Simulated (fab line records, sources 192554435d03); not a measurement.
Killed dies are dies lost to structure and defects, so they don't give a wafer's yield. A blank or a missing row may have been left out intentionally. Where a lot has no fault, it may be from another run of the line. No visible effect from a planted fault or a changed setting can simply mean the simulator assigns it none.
Chamber matching ; flow n5Finfet ; N5_BEOL_M7_DESCUM_16 on rieDiel-04 has 4 sister chambers
The step chemistry O2, time 7.9 s. 8 wafers are shown with their chamber, then 7 later ones without.

WAFERS, EACH WITH ITS CHAMBER
wafer;chamber;throttleValvePct (%);drypumpMotorCurrentA (A)
L081.2;0;20.50;5.6
L081.3;1;20.47;4.9
L083.2;0;20.51;5.7
L083.5;1;20.47;4.9
L082.5;3;20.67;5.3
L082.6;2;20.11;5.3
L086.4;3;20.67;5.2
L086.5;2;20.08;5.3

WAFERS WITHOUT THEIR CHAMBER
wafer;throttleValvePct (%);drypumpMotorCurrentA (A)
L086.6;20.66;5.2
L096.1;20.12;5.3
L096.2;20.50;4.9
L096.3;20.70;5.3
L097.1;20.70;5.3
L097.2;20.52;4.9
L097.5;20.12;5.3

WHICH CHAMBER EACH WENT THROUGH
wafer;from the rows above;in truth
L086.6;3;3
L096.1;2;2
L096.2;1;1
L096.3;3;3
L097.1;3;3
L097.2;1;1
L097.5;2;2
Correctly placed: 7 of 7. Can't be placed from these rows: 0. Wrongly placed: 0.
How it was worked out, from the rows above alone: a wafer's distance from a chamber is the root of the sum, over the readings, of the square of ((its reading less the chamber's mean) divided by the reading's scatter). The wafer belongs to the nearest chamber; if the next one is less than 2 further off, it can't be placed. Each chamber's mean is taken over the wafers shown for it. How the scatter is found: for the shown wafers, subtract from each reading the mean of its chamber, square and add these, divide the total by (wafers less chambers), then take the root.
